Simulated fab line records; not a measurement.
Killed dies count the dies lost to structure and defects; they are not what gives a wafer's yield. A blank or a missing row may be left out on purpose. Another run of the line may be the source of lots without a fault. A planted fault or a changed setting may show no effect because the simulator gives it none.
fab line records + flow n5Finfet
record:
- lots: 4
- wafers: 12
- lastDay: 18
route steps=1938 shown BEOL_M1@835 BEOL_M2@841 BEOL_M4@1111
lots that met no fault: from a run of the same line without faults
startH: hours from the record's first day to the start of the lot's first wafer shown + waitH: hours elapsed since this lot's preceding step + " the same as in the row above + L1.1+2: a row that stands for several wafers + - no value present, or no start provided + * or withheld: withheld + < > ~ a bound
route shown NAME@n: a module of which the file shows steps, and the number in the route of the first + usual: average and standard deviation across the fault-free wafers + same: alike in all rows + chamber/n: place in a boat + sites: each site's reading + _std_site: how widely they spread, as a standard deviation + _edge_site: mean of outer sites minus mean of inner sites + radiusMm: for every site, how far away it sits from the centre of the wafer + mask NAME#n: copy n + behind: the last tool/chamber to shape the wafer + hold: why the lot went on hold/how many hours it stayed there/how the hold came to an end + device: transistor that didn't switch, given as n, p or np + end of line: at the end of the route, the tests of the same wafers + a step with no rows: only its recipe + killed: count of dies lost to structure and defects at first sort (not the wafer's yield) + map: the dies of a wafer, with x for killed, . for not killed, _ for no die there
set.NAME: the setting as run; set.NAME@STEP: as run at that earlier step + model.NAME: the simulator's own value behind a step, which no gauge read
a table for each step, a row for each wafer; lots at some steps of the route
services: a tool's chamber out of use, with start hour (startH, from the record's first day; less than 0 if before it), hours out, and reason
== steps ==
step: N5_BEOL_M1_PRE_CLEAN_60
recipe:
- gas: NH3/H2
- timeS: 15
- tempC: *
- rfPowerW: 300
step: N5_BEOL_M1_CO_CAP_55
recipe:
- material: Co
- targetThkA: 20
- tempC: 200
- precursor: CCTBA/H2
- pressureTorr: 30
- timeS: 102.1
step: N5_BEOL_M1_PRE_CLEAN_56
recipe:
- gas: NH3
- timeS: 15
- tempC: withheld
- rfPowerW: 300
step: N5_BEOL_M1_DEP_57
recipe:
- material: SiCN
- targetThkA: 80
- tempC: withheld
- precursor: 3MS/NH3
- pressureTorr: 3
- rfW: 202
- timeS: 14
step: N5_BEOL_M2_ILD_DEP_00
recipe:
- material: SiOC
- targetThkA: 790
- tempC: 350
- precursor: DEMS/O2
- pressureTorr: 5
- rfW: 500
- timeS: 15.3
step: N5_BEOL_M2_PECVD_72
recipe:
- material: SiO2
- targetThkA: 160
- tempC: 400
- precursor: TEOS/O2
- pressureTorr: 5.5
- rfW: 450
- teosFlowSccm: 53.8
- gas: O2
- flowSccm: 3000
- timeS: 18
step: N5_BEOL_M2_HM_DEP_02
recipe:
- material: TiN
- targetThkA: 200
- tempC: 25
- chamberPressurePa: 0.49996
step: N5_BEOL_M2_COAT_61
recipe:
- resist: SOC
- tempC: 250
- timeS: 60
- spinRpm: 1500
- resistThkNm: 60
step: N5_BEOL_M2_COAT_62
recipe:
- resist: SiARC
- tempC: 220
- timeS: 60
- spinRpm: 1500
- resistThkNm: 12
usual:
- exhaustPa: 45.0/0.76
- plateTempC: 219.97/0.15
- resistLineTempC: 22.98/0.11
- spinSpeedRpm: 1499.9/0.91
| lot.wafer | tool          | chamber | startH | waitH | exhaustPa | plateTempC | resistLineTempC | spinSpeedRpm | model.SiARC_of_BEOL_M2_COAT_62.thkNm |
|-----------|---------------|---------|--------|-------|-----------|------------|-----------------|--------------|--------------------------------------|
| L489.2    | lithoTrack-01 | 0       | 180.53 | -     | 45.4      | 220.00     | 22.84           | 1910.9       | 10.6                                 |
| L489.3    | "             | 0       | "      | "     | 47.6      | 219.92     | 23.04           | 1911.6       | 10.6                                 |
| L489.6    | "             | 0       | "      | "     | 44.9      | 219.91     | 23.02           | 1911.1       | 10.6                                 |
| L490.1    | lithoTrack-01 | 0       | 192.70 | -     | 44.8      | 219.79     | 23.04           | 1914.6       | 10.6                                 |
| L490.2    | "             | 0       | "      | "     | 45.9      | 219.92     | 22.97           | 1913.2       | 10.6                                 |
| L490.4    | "             | 0       | "      | "     | 44.8      | 220.05     | 23.10           | 1913.1       | 10.6                                 |
| L499.1    | lithoTrack-04 | 0       | 244.70 | -     | 45.9      | 219.94     | 23.12           | 1499.6       | 12                                   |
| L499.3    | "             | 0       | "      | "     | 44.6      | 220.22     | 23.03           | 1501.0       | 12                                   |
| L499.5    | "             | 0       | "      | "     | 45.9      | 219.97     | 23.11           | 1500.4       | 12                                   |
| L504.1    | lithoTrack-01 | 0       | 275.60 | -     | 44.5      | 220.03     | 22.76           | 1501.2       | 12                                   |
| L504.4    | "             | 0       | "      | "     | 44.8      | 219.92     | 22.87           | 1500.9       | 12                                   |
| L504.5    | "             | 0       | "      | "     | 45.3      | 220.20     | 22.86           | 1499.8       | 12                                   |
step: N5_BEOL_M2_COAT_73
recipe:
- resist: underlayer
- tempC: 205
- timeS: 60
- spinRpm: 1500
- resistThkNm: 5
step: N5_BEOL_M2_COAT_05
recipe:
- resist: CAR-EUV
- spinRpm: 1500
- resistThkNm: 30
step: N5_BEOL_M2_EBR_07
recipe:
- solvent: PGMEA
- ebrWidthMm: 1.5
step: N5_BEOL_M2_SOFTBAKE_06
recipe:
- tempC: 110
- timeS: 60
- resist: CAR-EUV
step: N5_BEOL_M2_EXPOSE_08
recipe:
- maskId: M2
- na: 0.33
- sourceShape: dipole
- sigmaInner: 0.369
- sigmaOuter: 0.767
- polarization: unpolarized
- doseMj: 41.25
step: N5_BEOL_M2_PEB_09
recipe:
- pebTempC: 100
- pebTimeS: 60
- resist: CAR-EUV
step: N5_BEOL_M2_DEVELOP_10
recipe:
- developTimeS: 30
- developer: TMAH
- resist: CAR-EUV
- rinseLiquid: surfactantRinse
- dry: airSpin
- devTempC: 23
step: N5_BEOL_M2_DESCUM_16
recipe:
- chemistry: O2
- timeS: 7
- sourcePowerW: 50
- biasPowerW: 20
- pressureMtorr: 20
- rfFrequencyHz: 2.712e+07
- tempC: 40
- resist: CAR-EUV
- o2FlowSccm: 225
step: N5_BEOL_M2_ETCH_74
recipe:
- chemistry: N2/H2
- target: underlayer
- targetDepthA: 65
- maskMaterial: CAR-EUV
- timeS: 5.2
- ionEnergyEv: 200
- pressureMtorr: 30
- sourceW: 840
- biasW: 150
- n2FlowSccm: 200
- h2FlowSccm: 200
- ends: cleared
step: N5_BEOL_M2_ETCH_63
recipe:
- chemistry: CF4
- target: SiARC
- targetDepthA: 156
- maskMaterial: CAR-EUV
- timeS: 26
- ionEnergyEv: 80
- pressureMtorr: 40
- sourceW: 545
- biasW: 36
- Ar_flow_sccm: 100
- cf4FlowSccm: 100
- ends: cleared
usual:
- drypumpMotorCurrentA: 5.6/0.45
- etchRfOnTimeS: 25.9/0.68
- mfcArSccm: 100.0/0.32
- oesProductAu: 0.69/0.077
- rfVppV: 183.7/1
- showerheadPlenumPTorr: 2.11/0.045
- throttleValvePct: 15.57/0.28
| lot.wafer | tool       | chamber | startH | waitH | drypumpMotorCurrentA | etchRfOnTimeS | mfcArSccm | oesProductAu | rfHoursCounterH | rfVppV | showerheadPlenumPTorr | throttleValvePct | model.etch.depthNm |
|-----------|------------|---------|--------|-------|----------------------|---------------|-----------|--------------|-----------------|--------|-----------------------|------------------|--------------------|
| L489.2    | rieDiel-01 | 1       | 181.08 | 0.0   | 6.3                  | 23.2          | 100.3     | 0.83         | 0               | 184.3  | 2.10                  | 15.31            | 10.64              |
| L489.3    | "          | 3       | "      | "     | 6.1                  | 22.6          | 99.8      | 0.71         | 78              | 183.4  | 2.08                  | 15.17            | 10.63              |
| L489.6    | "          | 1       | "      | "     | 6.3                  | 23.3          | 100.1     | 0.83         | -               | 184.0  | 2.10                  | 15.30            | 10.64              |
| L490.1    | rieDiel-01 | 3       | 193.14 | 0.0   | 6.1                  | 23.1          | 99.6      | 0.70         | 82              | 183.3  | 2.08                  | 15.16            | 10.63              |
| L490.2    | "          | 1       | "      | "     | 6.3                  | 23.1          | 100.7     | 0.82         | 4               | 182.6  | 2.10                  | 15.31            | 10.66              |
| L490.4    | "          | 2       | "      | "     | 5.8                  | 24.1          | 99.9      | 0.74         | 34              | 185.6  | 2.10                  | 15.56            | 10.65              |
| L499.1    | rieDiel-06 | 0       | 245.61 | 0.0   | 5.8                  | 25.5          | 99.8      | 0.66         | 139             | 183.0  | 2.06                  | 15.40            | 12.07              |
| L499.3    | "          | 2       | "      | "     | 4.9                  | 25.4          | 99.2      | 0.76         | 63              | 186.1  | 2.16                  | 15.68            | 12.07              |
| L499.5    | "          | 1       | "      | "     | 5.8                  | 25.1          | 100.3     | 0.59         | -               | 183.1  | 2.11                  | 15.89            | 12.06              |
| L504.1    | rieDiel-01 | 0       | 276.19 | 0.0   | 4.9                  | 25.0          | 100.6     | 0.82         | 7               | 184.1  | 2.12                  | 15.70            | 12.02              |
| L504.4    | "          | 2       | "      | "     | 5.8                  | 27.3          | 100.0     | 0.70         | 62              | 183.6  | 2.09                  | 15.63            | 12.04              |
| L504.5    | "          | 3       | "      | "     | 6.1                  | 26.1          | 100.1     | 0.68         | -               | 181.8  | 2.07                  | 15.24            | 12.02              |
step: N5_BEOL_M2_ETCH_64
recipe:
- chemistry: N2/H2
- target: SOC
- targetDepthA: 750
- overetchA: 225
- maskMaterial: SiARC
- tempC: 40
- timeS: 121.9
- ionEnergyEv: 200
- pressureMtorr: 30
- sourceW: 840
- biasW: 150
- n2FlowSccm: 200
- h2FlowSccm: 200
usual:
- drypumpMotorCurrentA: 5.6/0.45
- h2FlowSccm: 199.9/0.57
- oesProductAu: 0.61/0.069
- rfVppV: 522.9/1.8
- showerheadPlenumPTorr: 2.50/0.062
- throttleValvePct: 17.76/0.3
| lot.wafer | tool       | chamber | startH | waitH | drypumpMotorCurrentA | h2FlowSccm | oesProductAu | rfHoursCounterH | rfVppV | showerheadPlenumPTorr | throttleValvePct | model.SiARC_of_BEOL_M2_COAT_62.thkNm |
|-----------|------------|---------|--------|-------|----------------------|------------|--------------|-----------------|--------|-----------------------|------------------|--------------------------------------|
| L489.2    | rieDiel-01 | 1       | 181.11 | 0.0   | 6.3                  | 200.0      | 0.74         | 0               | 521.7  | 2.47                  | 17.40            | 5.2                                  |
| L489.3    | "          | 3       | "      | "     | 6.1                  | 200.1      | 0.63         | 78              | 522.4  | 2.47                  | 17.41            | 5                                    |
| L489.6    | "          | 1       | "      | "     | 6.3                  | 199.8      | 0.75         | -               | 521.8  | 2.47                  | 17.41            | 5.2                                  |
| L490.1    | rieDiel-01 | 3       | 193.17 | 0.0   | 6.1                  | 200.6      | 0.63         | 82              | 521.5  | 2.46                  | 17.41            | 4.8                                  |
| L490.2    | "          | 1       | "      | "     | 6.4                  | 200.5      | 0.73         | 4               | 523.5  | 2.47                  | 17.41            | 5                                    |
| L490.4    | "          | 2       | "      | "     | 5.8                  | 201.2      | 0.67         | 34              | 523.5  | 2.47                  | 17.69            | 5.2                                  |
| L499.1    | rieDiel-06 | 0       | 245.64 | 0.0   | 5.8                  | 199.9      | 0.58         | 139             | 522.7  | 2.43                  | 17.47            | 6.2                                  |
| L499.3    | "          | 2       | "      | "     | 4.9                  | 199.7      | 0.67         | 63              | 524.2  | 2.58                  | 18.06            | 5.8                                  |
| L499.5    | "          | 1       | "      | "     | 5.8                  | 199.1      | 0.51         | -               | 523.1  | 2.49                  | 17.94            | 6                                    |
| L504.1    | rieDiel-01 | 0       | 276.22 | 0.0   | 4.9                  | 199.3      | 0.70         | 7               | 523.1  | 2.50                  | 17.85            | 6                                    |
| L504.4    | "          | 2       | "      | "     | 5.8                  | 198.5      | 0.64         | 62              | 521.9  | 2.46                  | 17.74            | 6.6                                  |
| L504.5    | "          | 3       | "      | "     | 6.1                  | 199.6      | 0.60         | -               | 521.3  | 2.45                  | 17.45            | 6.4                                  |
step: N5_BEOL_M2_STRIP_65
recipe:
- chemistry: N2/H2
- tempC: 40
- n2FlowSccm: 200
- h2FlowSccm: 200
- rfFrequencyHz: 6e+07
step: N5_BEOL_M4_RC_MEAS_101
usual:
- DIBL_N: 35.6/1.7
- DIBL_P: 35.0/2
- IOFF_N: 0.148/0.027
- IOFF_P: 0.19/0.032
- ION_N: 671/14
- ION_P: 460/9.1
- SS_N: 71.3/0.62
- SS_P: 73.0/0.64
- VT_N: 251/3.2
- VT_P: -251.5/2.9
| lot.wafer | tool      | chamber | startH | waitH | DIBL_N[mV/V] | DIBL_P[mV/V] | IOFF_N[nA/um] | IOFF_P[nA/um] | ION_N[uA/um] | ION_P[uA/um] | SS_N[mV/dec] | SS_P[mV/dec] | VT_N[mV] | VT_P[mV] |
|-----------|-----------|---------|--------|-------|--------------|--------------|---------------|---------------|--------------|--------------|--------------|--------------|----------|----------|
| L489.2    | prober-02 | 0       | 217.54 | 0.2   | 35.8         | 35.0         | 0.158         | 0.20          | 664          | 453          | 71.6         | 73.7         | 250      | -250.7   |
| L489.3    | "         | 0       | "      | "     | 37.2         | 37.8         | 0.198         | 0.27          | 692          | 481          | 71.6         | 74.5         | 245      | -244.9   |
| L489.6    | "         | 0       | "      | "     | 34.9         | 34.9         | 0.145         | 0.21          | 679          | 471          | 71.1         | 73.0         | 252      | -246.8   |
| L490.1    | prober-01 | 0       | 248.00 | 0.0   | 37.2         | 37.7         | 0.218         | 0.29          | 691          | 477          | 71.8         | 74.5         | 242      | -243.5   |
| L490.2    | "         | 0       | "      | "     | 35.6         | 36.5         | 0.177         | 0.26          | 672          | 466          | 72.5         | 73.7         | 246      | -245.6   |
| L490.4    | "         | 0       | "      | "     | 34.0         | 34.0         | 0.146         | 0.21          | 679          | 463          | 71.8         | 73.2         | 252      | -248.5   |
| L499.1    | prober-01 | 0       | 296.51 | 0.0   | 36.1         | 35.4         | 0.141         | 0.18          | 672          | 458          | 70.8         | 72.8         | 252      | -252.9   |
| L499.3    | "         | 0       | "      | "     | 36.5         | 36.2         | 0.153         | 0.19          | 670          | 457          | 70.9         | 72.4         | 251      | -250.3   |
| L499.5    | "         | 0       | "      | "     | 37.2         | 36.2         | 0.154         | 0.18          | 670          | 452          | 71.8         | 73.2         | 252      | -253.0   |
| L504.1    | prober-02 | 0       | 321.78 | 0.0   | 35.3         | 35.0         | 0.142         | 0.18          | 665          | 450          | 71.4         | 72.7         | 251      | -255.6   |
| L504.4    | "         | 0       | "      | "     | 35.8         | 35.6         | 0.147         | 0.18          | 665          | 455          | 71.5         | 73.2         | 254      | -252.2   |
| L504.5    | "         | 0       | "      | "     | 36.5         | 36.9         | 0.167         | 0.21          | 685          | 468          | 71.1         | 73.7         | 250      | -250.5   |
== services ==
| tool          | chamber | startH | hours | kind                        |
|---------------|---------|--------|-------|-----------------------------|
| rieDiel-01    | 1       | 162.13 | -     | clean                       |
| rieDiel-01    | 1       | 162.13 | -     | consumableReplace:focusRing |
| rieDiel-01    | 1       | 162.13 | 17.2  | scheduledDown               |
| rieDiel-01    | 1       | 162.13 | 17.2  | ventCycle                   |
| rieDiel-06    | 1       | 214.36 | 13.2  | repair                      |
| rieDiel-01    | 0       | 238.87 | -     | clean                       |
| rieDiel-01    | 0       | 238.87 | -     | consumableReplace:focusRing |
| rieDiel-01    | 0       | 238.87 | 17.9  | scheduledDown               |
| rieDiel-01    | 0       | 238.87 | 17.9  | ventCycle                   |
| lithoTrack-01 | -       | 241.91 | -     | consumableReplace:filter    |
| rieDiel-06    | 3       | 242.28 | -     | clean                       |
| rieDiel-06    | 3       | 242.28 | -     | consumableReplace:focusRing |
| rieDiel-06    | 3       | 242.28 | 19.6  | scheduledDown               |
| rieDiel-06    | 3       | 242.28 | 19.6  | ventCycle                   |
== key ==
firstSign:
- step: N5_BEOL_M2_COAT_62
- reading: spinSpeedRpm
- direction: up
- sigmas: 99+
- usual: *
- struck: *
effect:
- step: N5_BEOL_M2_ETCH_63
- reading: etchRfOnTimeS
- direction: down
- sigmas: 3.9
- usual: *
- struck: *
modelEffect:
- step: N5_BEOL_M2_COAT_62
- value: SiARC_of_BEOL_M2_COAT_62.thkNm
- without: 12
- struck: 10.6
modelEffect:
- step: N5_BEOL_M2_ETCH_63
- value: etch.depthNm
- without: 12.01
- struck: 10.64
modelEffect:
- step: N5_BEOL_M2_ETCH_64
- value: SiARC_of_BEOL_M2_COAT_62.thkNm
- without: 6.433
- struck: 5.067
metAt N5_BEOL_M2_COAT_62
struckWafers L489.2,L489.3,L489.6,L490.1,L490.2,L490.4
baselineLoss:
- step: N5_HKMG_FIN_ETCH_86
- wafers: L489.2
fault:
- kind: processParameterDrift
- tool: lithoTrack-01
- chamber: -
- onsetH: 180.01
- steps: N5_BEOL_M2_COAT_62
- channel: spinRpm
- offset: *
- shape: step
- endH: 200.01
- actsIn: *
- stated: *
baselineLoss: these wafers lose ten dies or more at that step, a loss of the line's own and not of a fault; the sort's usual values leave them out
